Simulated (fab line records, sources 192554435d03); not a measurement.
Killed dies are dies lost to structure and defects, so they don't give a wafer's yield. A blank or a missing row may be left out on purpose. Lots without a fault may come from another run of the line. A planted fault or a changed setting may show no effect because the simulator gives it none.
fab line records | flow n5_finfet
record lots=24 wafers=72 last_day=20
route steps=1938 shown BEOL_M9@1423
lots that met no fault: from a run of the same line without faults
start_h: hours from the record's first day to the start of the lot's first wafer shown | wait_h: hours since the lot's step before | " the same as in the row above | L1.1+2: a row that stands for several wafers | - no value, or no start given | * or withheld: withheld | < > ~ a bound
route shown NAME@n: a module of which the file shows steps, and the number in the route of the first | usual: mean/standard deviation of fault-free wafers | same: alike in all rows | chamber/n: place in a boat | sites: the reading at each site | _std_site: their standard deviation | _edge_site: outer sites' mean less inner sites' | radius_mm: how far each site lies from the wafer's centre | mask NAME#n: copy n | behind: the tool/chamber that last shaped the wafer | hold: why the lot was held/for how many hours/how that ended | device: the transistor (n, p or np) that didn't switch | end of line: the same wafers' tests at the end of the route | a step without rows: its recipe alone | killed: dies lost to structure and defects at the first sort, not the wafer's yield | map: a wafer's dies, x killed, . not, _ none there
set.NAME: the setting as run; set.NAME@STEP: as run at that earlier step | model.NAME: the simulator's own value behind a step, which no gauge read
steps of the route over a sample of lots; a table a step, a row a wafer
services: from which hour (start_h, from the record's first day; less than 0 if before it) a tool's chamber was out of use, for how many hours, and why
## steps
# step N5_BEOL_M9_STRIP_19
# recipe chemistry=O2 power_w=400 temp_c=40 pressure_mtorr=30 rf_frequency_hz=6e+07 bias_power_w=0 overash_fraction=0.2 o2_flow_sccm=225
# usual drypump_motor_current_A=5.7/0.42 oes_product_au=0.76/0.052 rf_vpp_V=3.6/0.63 showerhead_plenum_p_Torr=2.08/0.079 throttle_valve_pct=16.65/0.18
# columns lot.wafer tool chamber start_h wait_h drypump_motor_current_A oes_product_au rf_hours_counter_h rf_vpp_V showerhead_plenum_p_Torr throttle_valve_pct
L074.4 rie_diel-06 0 228.94 0.1 5.9 0.73 177 3.2 2.17 16.52
L074.5 " 3 " " 5.7 0.74 - 2.6 2.16 16.58
L074.6 " 2 " " 6.0 0.76 - 4.5 2.12 16.94
L075.2 rie_diel-06 2 228.98 0.1 6.1 0.76 124 3.3 2.12 16.95
L075.4 " 0 " " 5.9 0.73 177 4.3 2.17 16.50
L075.6 " 1 " " 5.5 0.78 - 3.6 1.93 16.77
L076.1 rie_diel-03 0 237.22 0.1 5.5 0.75 183 4.0 2.09 16.60
L076.2 " 1 " " 5.4 0.87 57 3.3 2.03 16.39
L076.5 " 0 " " 5.5 0.74 - 3.8 2.09 16.61
L079.1 rie_diel-05 1 241.58 0.1 6.5 0.88 23 3.8 2.05 16.47
L079.2 " 2 " " 4.9 0.84 68 3.4 2.13 16.51
L079.6 " 3 " " 6.1 0.75 - 2.4 2.11 16.72
L077.1 rie_diel-06 3 259.73 0.1 5.7 0.72 179 3.5 2.15 16.60
L077.3 " 2 " " 6.0 0.75 132 4.0 2.12 16.96
L077.5 " 0 " " 5.9 0.73 - 3.7 2.16 16.53
L078.2 rie_diel-05 2 262.57 0.2 4.8 0.82 75 3.5 2.12 16.54
L078.4 " 0 " " 5.6 0.68 229 4.9 2.08 16.89
L078.5 " 1 " " 6.5 0.87 - 3.6 2.05 16.45
L081.3 rie_diel-06 0 267.78 0.1 5.9 0.71 189 4.4 2.16 16.53
L081.4 " 1 " " 5.6 0.76 144 4.5 1.93 16.77
L081.5 " 1 " " 5.5 0.78 - 3.4 1.93 16.78
L080.1 rie_diel-06 3 274.52 0.1 5.7 0.73 183 5.0 2.15 16.61
L080.3 " 0 " " 5.9 0.72 190 4.4 2.16 16.53
L080.6 " 1 " " 5.6 0.77 - 3.2 1.93 16.79
L082.2 rie_diel-03 0 277.28 0.1 5.5 0.73 196 3.3 2.09 16.61
L082.3 " 2 " " 6.1 0.72 196 3.6 1.99 16.39
L082.5 " 3 " " 5.1 0.78 - 3.7 2.19 16.67
L083.1 rie_diel-03 0 278.22 0.1 5.4 0.73 196 3.6 2.09 16.62
L083.5 " 0 " " 5.4 0.72 - 3.8 2.09 16.63
L083.6 " 3 " " 5.1 0.79 - 2.9 2.19 16.68
L084.1 rie_diel-03 2 282.65 0.1 6.1 0.73 197 3.7 1.99 16.39
L084.3 " 3 " " 5.1 0.78 122 3.5 2.19 16.65
L084.6 " 0 " " 5.5 0.73 - 3.7 2.08 16.63
L085.1 rie_diel-03 0 288.16 0.1 5.5 0.74 199 3.4 2.08 16.64
L085.2 " 1 " " 5.4 0.84 73 3.7 2.03 16.43
L085.6 " 2 " " 6.1 0.72 - 3.4 1.99 16.40
L086.3 rie_diel-05 0 304.86 0.1 5.6 0.68 241 3.2 2.07 16.94
L086.4 " 1 " " 6.5 0.84 41 3.7 2.05 16.51
L086.5 " 0 " " 5.6 0.69 - 4.3 2.07 16.93
L087.3 rie_diel-03 2 314.05 0.1 6.2 0.73 207 4.4 1.99 16.41
L087.5 " 0 " " 5.5 0.72 - 3.3 2.08 16.64
L087.6 " 1 " " 5.4 0.83 - 2.7 2.03 16.43
L089.1 rie_diel-06 2 316.98 0.1 6.0 0.74 148 3.3 2.11 16.99
L089.3 " 1 " " 5.5 0.77 159 4.2 1.93 16.84
L089.4 " 3 " " 5.6 0.72 192 5.0 2.15 16.63
L088.1 rie_diel-05 0 317.61 0.1 5.6 0.68 245 3.2 2.07 16.95
L088.2 " 2 " " 4.8 0.81 90 3.4 2.12 16.55
L088.5 " 2 " " 4.9 0.81 - 3.6 2.12 16.57
L090.2 rie_diel-06 2 318.22 0.1 6.1 0.74 149 3.9 2.11 16.99
L090.3 " 0 " " 5.9 0.72 203 2.8 2.16 16.54
L090.4 " 1 " " 5.5 0.76 159 5.2 1.93 16.81
L092.2 rie_diel-05 3 324.61 0.1 6.1 0.73 194 3.2 2.10 16.78
L092.5 " 0 " " 5.6 0.69 - 4.1 2.07 16.92
L092.6 " 1 " " 6.5 0.84 - 4.7 2.04 16.51
L091.3 rie_diel-06 3 326.81 0.1 5.7 0.71 194 3.2 2.15 16.61
L091.5 " 0 " " 5.9 0.70 - 2.6 2.16 16.54
L091.6 " 1 " " 5.5 0.75 - 4.3 1.92 16.81
L093.1 rie_diel-03 3 339.33 0.1 5.1 0.78 140 3.4 2.19 16.71
L093.4 " 0 " " 5.5 0.72 216 4.3 2.08 16.67
L093.5 " 0 " " 5.5 0.72 - 2.7 2.08 16.66
L094.1 rie_diel-06 1 347.70 0.1 5.5 0.76 166 3.6 1.92 16.82
L094.5 " 0 " " 5.9 0.71 - 3.8 2.15 16.56
L094.6 " 1 " " 5.5 0.76 - 3.1 1.92 16.84
L095.2 rie_diel-05 2 349.62 0.1 4.8 0.80 100 3.7 2.11 16.56
L095.3 " 0 " " 5.6 0.98 0 4.3 2.07 16.49
L095.5 " 3 " " 6.1 0.73 - 2.9 2.10 16.80
L096.1 rie_diel-03 2 370.68 0.1 6.1 0.71 225 4.2 1.98 16.42
L096.3 " 0 " " 5.5 0.71 227 3.4 2.08 16.68
L096.5 " 2 " " 6.1 0.70 - 3.7 1.98 16.47
L097.1 rie_diel-06 2 402.67 0.1 6.0 0.72 173 2.8 2.11 17.05
L097.2 " 1 " " 5.5 0.73 181 3.5 1.92 16.85
L097.3 " 0 " " 5.9 0.69 227 4.2 2.15 16.62
# step N5_BEOL_M9_TRENCH_ETCH_37
# recipe chemistry=C4F6/O2 target_depth_a=1514.3 target=SiCOH_lowk time_s=49 ion_energy_ev=250 pressure_mtorr=30 source_w=345 bias_w=185 Ar_flow_sccm=300 C4F6_flow_sccm=10 O2_flow_sccm=10
# usual C4F6_flow_sccm=10.00/0.03 bias_w=185.0/0.54 drypump_motor_current_A=5.7/0.4 oes_product_au=0.76/0.051 rf_vpp_V=664/14 showerhead_plenum_p_Torr=2.83/0.1 throttle_valve_pct=20.88/0.17
# columns lot.wafer tool chamber start_h wait_h C4F6_flow_sccm bias_w drypump_motor_current_A oes_product_au rf_hours_counter_h rf_vpp_V showerhead_plenum_p_Torr throttle_valve_pct
L075.2 rie_diel-03 1 - - 9.96 184.9 5.4 0.87 56 637 2.78 20.75
L075.4 " 2 " " 9.97 185.2 6.1 0.74 182 669 2.73 20.65
L075.6 " 3 " " 10.02 185.5 5.1 0.80 - 653 2.99 20.96
L074.4 rie_diel-06 3 - - 10.04 184.6 5.7 0.73 172 680 2.97 21.01
L074.5 " 2 " " 10.05 185.1 6.1 0.77 - 652 2.87 21.21
L074.6 " 1 " " 9.99 185.3 5.5 0.79 - 666 2.62 20.92
L076.1 rie_diel-06 2 - - 10.04 185.4 6.1 0.76 126 651 2.87 21.22
L076.2 " 1 " " 10.00 184.8 5.5 0.79 136 667 2.62 20.92
L076.5 " 0 " " 9.95 185.8 5.9 0.74 - 671 2.93 20.66
L079.1 rie_diel-03 2 - - 9.99 184.9 6.2 0.73 185 670 2.73 20.66
L079.2 " 3 " " 10.03 185.4 5.1 0.79 109 653 2.99 20.96
L079.6 " 1 " " 10.00 185.1 5.4 0.86 - 639 2.78 20.73
L077.1 rie_diel-03 2 - - 10.00 186.1 6.1 0.73 190 671 2.73 20.67
L077.3 " 0 " " 10.01 185.3 5.5 0.74 190 681 2.81 20.68
L077.5 " 0 " " 10.02 185.3 5.5 0.74 - 680 2.81 20.68
L078.2 rie_diel-03 0 - - 10.00 185.3 5.5 0.74 191 681 2.81 20.69
L078.4 " 3 " " 9.98 185.0 5.1 0.78 115 653 2.98 20.97
L078.5 " 1 " " 10.04 184.9 5.4 0.85 - 636 2.78 20.75
L081.3 rie_diel-05 1 - - 9.95 184.3 6.5 0.87 32 679 2.79 20.78
L081.4 " 0 " " 10.01 184.6 5.6 0.68 231 649 2.80 21.03
L081.5 " 0 " " 9.99 184.8 5.6 0.68 - 650 2.80 21.04
L080.1 rie_diel-05 1 - - 10.01 184.6 6.5 0.85 34 679 2.79 20.79
L080.3 " 2 " " 9.96 184.9 4.8 0.82 80 657 2.91 20.96
L080.6 " 2 " " 10.01 184.8 4.9 0.82 - 657 2.91 20.94
L082.2 rie_diel-06 1 - - 9.94 185.3 5.5 0.78 148 668 2.61 20.94
L082.3 " 3 " " 9.96 185.8 5.7 0.72 184 681 2.96 21.02
L082.5 " 0 " " 10.01 184.6 5.9 0.73 - 673 2.92 20.68
L083.1 rie_diel-05 1 - - 10.01 184.6 6.5 0.87 35 679 2.79 20.78
L083.5 " 0 " " 9.97 185.1 5.6 0.68 - 650 2.80 21.04
L083.6 " 3 " " 9.95 185.6 6.1 0.74 - 676 2.83 20.87
L084.1 rie_diel-03 2 - - 9.96 186.1 6.1 0.73 198 671 2.72 20.65
L084.3 " 0 " " 10.00 185.0 5.5 0.73 198 682 2.81 20.70
L084.6 " 1 " " 10.02 184.3 5.4 0.84 - 638 2.78 20.78
L085.1 rie_diel-05 2 - - 10.02 184.9 4.8 0.82 83 655 2.90 20.94
L085.2 " 3 " " 9.99 185.6 6.1 0.74 183 676 2.83 20.86
L085.6 " 0 " " 10.01 184.8 5.6 0.68 - 650 2.80 21.03
L086.3 rie_diel-03 1 - - 9.97 186.0 5.4 0.84 79 638 2.78 20.79
L086.4 " 2 " " 9.98 185.4 6.1 0.72 204 671 2.72 20.69
L086.5 " 2 " " 9.97 184.8 6.1 0.72 - 670 2.72 20.69
L087.3 rie_diel-03 0 - - 9.96 184.4 5.5 0.71 208 680 2.80 20.70
L087.5 " 2 " " 9.96 185.8 6.1 0.71 - 672 2.72 20.68
L087.6 " 1 " " 10.00 184.8 5.4 0.83 - 638 2.77 20.78
L090.2 rie_diel-05 1 - - 9.98 185.1 6.5 0.84 46 678 2.78 20.80
L090.3 " 0 " " 9.96 185.1 5.6 0.68 245 648 2.79 21.06
L090.4 " 2 " " 9.98 184.7 4.9 0.81 91 657 2.90 20.95
L089.1 rie_diel-06 0 - - 10.04 184.4 5.9 0.72 203 671 2.92 20.72
L089.3 " 1 " " 9.95 184.5 5.5 0.76 160 667 2.61 20.95
L089.4 " 2 " " 10.00 185.2 6.1 0.74 149 653 2.86 21.25
L088.1 rie_diel-03 1 - - 10.02 185.1 5.4 0.83 84 638 2.77 20.79
L088.2 " 3 " " 10.02 185.1 5.1 0.76 134 653 2.97 21.00
L088.5 " 3 " " 9.99 185.6 5.1 0.76 - 653 2.97 20.98
L092.2 rie_diel-06 2 - - 10.04 184.9 6.0 0.74 151 650 2.86 21.26
L092.5 " 2 " " 10.01 185.3 6.0 0.73 - 651 2.86 21.25
L092.6 " 3 " " 10.02 184.0 5.7 0.71 - 682 2.95 21.03
L091.3 rie_diel-03 3 - - 10.02 184.4 5.1 0.76 137 653 2.97 21.00
L091.5 " 1 " " 10.03 185.4 5.4 0.82 - 638 2.77 20.79
L091.6 " 0 " " 9.99 184.0 5.5 0.72 - 679 2.80 20.72
L093.1 rie_diel-06 3 - - 9.94 184.7 5.7 0.71 200 681 2.95 21.04
L093.4 " 2 " " 10.05 184.9 6.1 0.73 157 652 2.86 21.27
L093.5 " 3 " " 9.98 184.3 5.7 0.70 - 681 2.95 21.03
L095.2 rie_diel-06 3 - - 10.01 184.2 5.7 0.70 202 681 2.95 21.03
L095.3 " 1 " " 10.01 185.0 5.6 0.77 167 667 2.60 20.98
L095.5 " 2 " " 10.01 184.6 6.1 0.74 - 650 2.86 21.26
L094.1 rie_diel-03 0 - - 10.06 185.3 5.5 0.72 219 680 2.79 20.72
L094.5 " 3 " " 9.99 184.6 5.1 0.76 - 652 2.97 21.01
L094.6 " 2 " " 9.99 185.5 6.1 0.71 - 669 2.72 20.70
L096.1 rie_diel-03 1 - - 9.93 184.5 5.3 0.81 97 639 2.77 20.81
L096.3 " 3 " " 10.03 185.0 5.1 0.75 153 651 2.96 21.02
L096.5 " 3 " " 10.02 184.9 5.1 0.76 - 652 2.97 21.02
L097.1 rie_diel-06 1 - - 9.97 185.5 5.5 0.75 181 666 2.60 21.00
L097.2 " 0 " " 9.99 185.9 5.9 0.69 227 671 2.90 20.72
L097.3 " 3 " " 10.05 185.0 5.7 0.69 217 682 2.94 21.06
# step N5_BEOL_M9_CD_MEAS_35
# recipe target_cd_nm=70 target_cd_y_nm=40 polarity=opening
# usual cd_nm=69.9/0.58
# columns lot.wafer tool chamber start_h wait_h cd_nm
L075.2 cd_sem-02 - 231.81 0.0 69.7
L075.4 " - " " 71.3
L075.6 " - " " 69.4
L074.4 cd_sem-03 - 232.08 0.0 69.1
L074.5 " - " " 70.0
L074.6 " - " " 70.0
L076.1 cd_sem-01 - 239.04 0.0 70.3
L076.2 " - " " 69.8
L076.5 " - " " 70.1
L079.1 cd_sem-02 - 242.95 0.0 70.5
L079.2 " - " " 70.0
L079.6 " - " " 70.2
L077.1 cd_sem-02 - 261.76 0.0 70.1
L077.3 " - " " 69.6
L077.5 " - " " 70.1
L078.2 cd_sem-03 - 263.81 0.0 69.6
L078.4 " - " " 70.3
L078.5 " - " " 70.3
L081.3 cd_sem-01 - 270.26 0.0 69.3
L081.4 " - " " 69.8
L081.5 " - " " 69.9
L080.1 cd_sem-01 - 276.41 0.0 69.9
L080.3 " - " " 70.5
L080.6 " - " " 69.8
L082.2 cd_sem-03 - 281.73 0.0 70.2
L082.3 " - " " 68.9
L082.5 " - " " 68.9
L083.1 cd_sem-01 - 281.76 0.0 69.4
L083.5 " - " " 70.5
L083.6 " - " " 70.3
L084.1 cd_sem-02 - 284.41 0.0 70.4
L084.3 " - " " 69.1
L084.6 " - " " 69.4
L085.1 cd_sem-02 - 290.10 0.0 69.5
L085.2 " - " " 70.1
L085.6 " - " " 70.0
L086.3 cd_sem-01 - 306.61 0.0 70.7
L086.4 " - " " 69.9
L086.5 " - " " 70.8
L087.3 cd_sem-01 - 315.29 0.0 70.1
L087.5 " - " " 70.2
L087.6 " - " " 70.6
L090.2 cd_sem-02 - 320.98 0.0 70.3
L090.3 " - " " 70.4
L090.4 " - " " 70.0
L089.1 cd_sem-01 - 321.02 0.0 69.3
L089.3 " - " " 70.1
L089.4 " - " " 69.8
L088.1 cd_sem-02 - 321.06 0.0 70.2
L088.2 " - " " 69.2
L088.5 " - " " 68.0
L092.2 cd_sem-03 - 326.27 0.0 70.1
L092.5 " - " " 69.1
L092.6 " - " " 69.7
L091.3 cd_sem-03 - 330.39 0.0 69.8
L091.5 " - " " 70.3
L091.6 " - " " 70.9
L093.1 cd_sem-01 - 345.07 0.0 69.8
L093.4 " - " " 69.4
L093.5 " - " " 69.3
L095.2 cd_sem-03 - 351.14 0.0 71.0
L095.3 " - " " 69.8
L095.5 " - " " 70.4
L094.1 cd_sem-02 - 351.18 0.0 69.6
L094.5 " - " " 69.7
L094.6 " - " " 69.6
L096.1 cd_sem-03 - 375.42 0.0 70.6
L096.3 " - " " 69.2
L096.5 " - " " 68.9
L097.1 cd_sem-03 - 404.99 0.0 69.0
L097.2 " - " " 69.8
L097.3 " - " " 70.3
# step N5_BEOL_M9_SURFACE_TREAT_79
# recipe gas=Ar time_s=* ion_energy_ev=* ion_current_ma_cm2=0.5 pressure_mtorr=* ar_flow_sccm=30
# usual throttle_valve_pct=*
# columns lot.wafer tool chamber start_h wait_h throttle_valve_pct
L075.2 pvd_sputter-03 - 233.00 0.2 *
L075.4 " - " " *
L075.6 " - " " *
L074.4 pvd_sputter-02 - 233.02 0.0 *
L074.5 " - " " *
L074.6 " - " " *
L076.1 pvd_sputter-02 - 240.19 0.2 *
L076.2 " - " " *
L076.5 " - " " *
L079.1 pvd_sputter-03 - 243.85 0.2 *
L079.2 " - " " *
L079.6 " - " " *
L077.1 pvd_sputter-01 - 263.19 0.5 *
L077.3 " - " " *
L077.5 " - " " *
L078.2 pvd_sputter-01 - 266.57 0.2 *
L078.4 " - " " *
L078.5 " - " " *
L081.3 pvd_sputter-01 - 271.45 0.5 *
L081.4 " - " " *
L081.5 " - " " *
L080.1 pvd_sputter-03 - 279.14 1.9 *
L080.3 " - " " *
L080.6 " - " " *
L082.2 pvd_sputter-03 - 282.70 0.3 *
L082.3 " - " " *
L082.5 " - " " *
L083.1 pvd_sputter-03 - 282.74 0.2 *
L083.5 " - " " *
L083.6 " - " " *
L084.1 pvd_sputter-03 - 286.41 0.2 *
L084.3 " - " " *
L084.6 " - " " *
L085.1 pvd_sputter-02 - 291.25 0.2 *
L085.2 " - " " *
L085.6 " - " " *
L086.3 pvd_sputter-01 - 307.46 0.2 *
L086.4 " - " " *
L086.5 " - " " *
L087.3 pvd_sputter-02 - 316.61 0.5 *
L087.5 " - " " *
L087.6 " - " " *
L090.2 pvd_sputter-02 - 321.85 0.2 *
L090.3 " - " " *
L090.4 " - " " *
L089.1 pvd_sputter-01 - 322.04 0.2 *
L089.3 " - " " *
L089.4 " - " " *
L088.1 pvd_sputter-02 - 322.16 0.2 *
L088.2 " - " " *
L088.5 " - " " *
L092.2 pvd_sputter-01 - 327.16 0.2 *
L092.5 " - " " *
L092.6 " - " " *
L091.3 pvd_sputter-01 - 331.32 0.2 *
L091.5 " - " " *
L091.6 " - " " *
L093.1 pvd_sputter-01 - 345.89 0.2 *
L093.4 " - " " *
L093.5 " - " " *
L095.2 pvd_sputter-02 - 352.34 0.3 *
L095.3 " - " " *
L095.5 " - " " *
L094.1 pvd_sputter-02 - 352.60 0.3 *
L094.5 " - " " *
L094.6 " - " " *
L096.1 pvd_sputter-03 - 376.49 0.4 *
L096.3 " - " " *
L096.5 " - " " *
L097.1 pvd_sputter-02 - 407.85 0.2 *
L097.2 " - " " *
L097.3 " - " " *
# step N5_BEOL_M9_DEP_56
# recipe material=SiCN target_thk_a=150 temp_c=withheld precursor=3MS/NH3 pressure_torr=3 rf_w=202 time_s=26.5
# usual showerhead_plenum_p_Torr=3.669/0.015 throttle_valve_pct=9.1/0.42
# columns lot.wafer tool chamber start_h wait_h showerhead_plenum_p_Torr since_wet_clean_h throttle_valve_pct
L075.2 pecvd-02 1 234.70 0.0 3.668 1845 9.2
L075.4 " 1 " " 3.659 - 9.2
L075.6 " 1 " " 3.660 - 9.2
L074.4 pecvd-02 1 234.95 0.0 3.651 - 9.2
L074.5 " 2 " " 3.672 - 8.3
L074.6 " 1 " " 3.660 - 9.3
L076.1 pecvd-04 0 241.35 0.0 3.686 945 9.5
L076.2 " 2 " " 3.686 191 9.3
L076.5 " 0 " " 3.692 - 9.4
L079.1 pecvd-03 1 245.09 0.0 3.676 1493 9.2
L079.2 " 2 " " 3.666 5 8.7
L079.6 " 2 " " 3.657 - 8.5
L077.1 pecvd-04 2 265.27 0.0 3.682 215 9.2
L077.3 " 1 " " 3.642 1694 10.0
L077.5 " 1 " " 3.641 - 10.1
L078.2 pecvd-03 1 267.92 0.0 3.676 1516 9.5
L078.4 " 2 " " 3.663 - 8.6
L078.5 " 1 " " 3.686 - 9.4
L081.3 pecvd-02 2 272.69 0.0 3.663 404 8.5
L081.4 " 0 " " 3.671 - 8.9
L081.5 " 1 " " 3.663 - 9.4
L080.1 pecvd-03 2 280.32 0.0 3.663 40 8.9
L080.3 " 1 " " 3.679 1528 9.3
L080.6 " 1 " " 3.675 - 9.3
L082.2 pecvd-02 1 284.21 0.0 3.654 1894 9.2
L082.3 " 2 " " 3.671 415 8.8
L082.5 " 0 " " 3.664 - 8.3
L083.1 pecvd-03 1 285.35 0.0 3.672 1533 9.6
L083.5 " 1 " " 3.680 - 9.2
L083.6 " 2 " " 3.653 - 8.8
L084.1 pecvd-02 0 287.69 0.0 3.678 1173 8.8
L084.3 " 2 " " 3.665 419 9.0
L084.6 " 2 " " 3.661 - 8.9
L085.1 pecvd-04 2 292.96 0.0 3.676 243 9.4
L085.2 " 0 " " 3.687 997 9.4
L085.6 " 0 " " 3.695 - 9.4
L086.3 pecvd-03 2 308.68 0.0 3.661 68 8.6
L086.4 " 2 " " 3.664 - 8.8
L086.5 " 0 " " 3.677 - 9.1
L087.3 pecvd-04 1 318.36 0.0 3.637 1747 10.2
L087.5 " 0 " " 3.695 - 9.3
L087.6 " 2 " " 3.685 - 9.2
L090.2 pecvd-04 0 323.90 0.0 3.687 1028 9.6
L090.3 " 1 " " 3.655 1753 10.1
L090.4 " 2 " " 3.674 - 9.3
L088.1 pecvd-04 1 324.17 0.0 3.641 1753 10.1
L088.2 " 0 " " 3.697 1028 9.5
L088.5 " 2 " " 3.682 - 9.2
L089.1 pecvd-03 1 324.19 0.0 3.672 1572 9.3
L089.3 " 2 " " 3.658 84 8.7
L089.4 " 0 " " 3.677 - 9.1
L092.2 pecvd-02 2 328.28 0.0 3.663 459 8.7
L092.5 " 0 " " 3.679 - 8.8
L092.6 " 1 " " 3.659 - 9.3
L091.3 pecvd-04 0 332.85 0.0 3.705 1037 9.5
L091.5 " 2 " " 3.686 - 9.1
L091.6 " 1 " " 3.641 - 10.0
L093.1 pecvd-04 1 347.39 0.0 3.647 1776 10.0
L093.4 " 1 " " 3.647 - 10.0
L093.5 " 2 " " 3.689 - 9.6
L095.2 pecvd-02 1 353.60 0.0 3.656 1964 9.3
L095.3 " 2 " " 3.670 485 8.7
L095.5 " 2 " " 3.670 - 8.6
L094.1 pecvd-02 2 353.96 0.0 3.660 485 8.7
L094.5 " 1 " " 3.655 - 9.1
L094.6 " 0 " " 3.673 - 8.8
L096.1 pecvd-03 2 377.89 0.0 3.658 138 9.0
L096.3 " 2 " " 3.665 - 8.8
L096.5 " 0 " " 3.661 - 9.1
L097.1 pecvd-02 0 409.18 0.0 3.682 1294 8.9
L097.2 " 1 " " 3.654 2019 9.5
L097.3 " 2 " " 3.661 540 8.7
# step N5_BEOL_M9_RS_MEAS_57
# recipe thk_meas_gauge=four-point-probe reads=Cu_of_BEOL_M9_ECD_50+Co_of_BEOL_M9_CVD_78+TaN_of_BEOL_M9_ALD_74
# usual M9_RS=0.151/0.004
# columns lot.wafer tool chamber start_h wait_h M9_RS[ohm/sq]
L075.2 film_metro-02 - 234.79 0.1 0.144
L075.4 " - " " 0.150
L075.6 " - " " 0.152
L074.4 film_metro-02 - 235.02 0.1 0.152
L074.5 " - " " 0.152
L074.6 " - " " 0.149
L076.1 film_metro-01 - 241.44 0.1 0.153
L076.2 " - " " 0.148
L076.5 " - " " 0.155
L079.1 film_metro-02 - 245.16 0.1 0.154
L079.2 " - " " 0.155
L079.6 " - " " 0.147
L077.1 film_metro-02 - 265.35 0.1 0.150
L077.3 " - " " 0.148
L077.5 " - " " 0.148
L078.2 film_metro-01 - 267.99 0.1 0.149
L078.4 " - " " 0.157
L078.5 " - " " 0.145
L081.3 film_metro-01 - 272.76 0.1 0.150
L081.4 " - " " 0.157
L081.5 " - " " 0.157
L080.1 film_metro-01 - 280.39 0.1 0.151
L080.3 " - " " 0.153
L080.6 " - " " 0.153
L082.2 film_metro-02 - 284.29 0.1 0.147
L082.3 " - " " 0.153
L082.5 " - " " 0.152
L083.1 film_metro-01 - 285.43 0.1 0.143
L083.5 " - " " 0.153
L083.6 " - " " 0.151
L084.1 film_metro-02 - 287.76 0.1 0.147
L084.3 " - " " 0.151
L084.6 " - " " 0.148
L085.1 film_metro-01 - 293.03 0.1 0.154
L085.2 " - " " 0.155
L085.6 " - " " 0.159
L086.3 film_metro-01 - 308.75 0.1 0.146
L086.4 " - " " 0.150
L086.5 " - " " 0.147
L087.3 film_metro-01 - 318.44 0.1 0.153
L087.5 " - " " 0.150
L087.6 " - " " 0.147
L090.2 film_metro-01 - 323.98 0.1 0.148
L090.3 " - " " 0.156
L090.4 " - " " 0.150
L088.1 film_metro-02 - 324.24 0.1 0.145
L088.2 " - " " 0.157
L088.5 " - " " 0.153
L089.1 film_metro-01 - 324.26 0.1 0.154
L089.3 " - " " 0.149
L089.4 " - " " 0.153
L092.2 film_metro-01 - 328.36 0.1 0.152
L092.5 " - " " 0.154
L092.6 " - " " 0.157
L091.3 film_metro-01 - 332.92 0.1 0.156
L091.5 " - " " 0.146
L091.6 " - " " 0.151
L093.1 film_metro-02 - 347.47 0.1 0.157
L093.4 " - " " 0.156
L093.5 " - " " 0.159
L095.2 film_metro-02 - 353.67 0.1 0.156
L095.3 " - " " 0.145
L095.5 " - " " 0.152
L094.1 film_metro-01 - 354.04 0.1 0.145
L094.5 " - " " 0.155
L094.6 " - " " 0.149
L096.1 film_metro-02 - 377.98 0.1 0.148
L096.3 " - " " 0.158
L096.5 " - " " 0.158
L097.1 film_metro-02 - 409.26 0.1 0.146
L097.2 " - " " 0.153
L097.3 " - " " 0.159
## services
# columns tool chamber start_h hours kind
pecvd-04 - 205.95 1.2 repair
rie_diel-03 2 225.59 2.0 repair
pecvd-02 0 230.04 5.0 scheduled_down
pecvd-02 0 235.04 5.5 scheduled_down
pecvd-04 1 238.99 5.5 scheduled_down
rie_diel-05 0 241.22 3.8 repair
pecvd-03 - 262.15 0.7 repair
rie_diel-06 3 291.19 8.3 repair
pvd_sputter-02 - 301.83 7.9 repair
rie_diel-05 0 320.99 2.0 repair
pecvd-02 1 329.19 4.8 repair
rie_diel-06 1 332.37 8.2 repair
rie_diel-05 0 334.81 - clean
rie_diel-05 0 334.81 - consumable_replace:focus_ring
rie_diel-05 0 334.81 13.4 scheduled_down
rie_diel-05 0 334.81 13.4 vent_cycle
rie_diel-03 1 353.01 10.2 repair
rie_diel-03 2 354.84 6.4 repair
pecvd-02 1 373.23 14.0 repair
pecvd-03 - 384.77 0.5 repair
pvd_sputter-02 - 394.40 1.9 repair
pvd_sputter-01 - 397.65 1.0 repair
rie_diel-05 3 398.86 1.8 repair
rie_diel-06 3 407.97 4.8 repair
## key
fault none
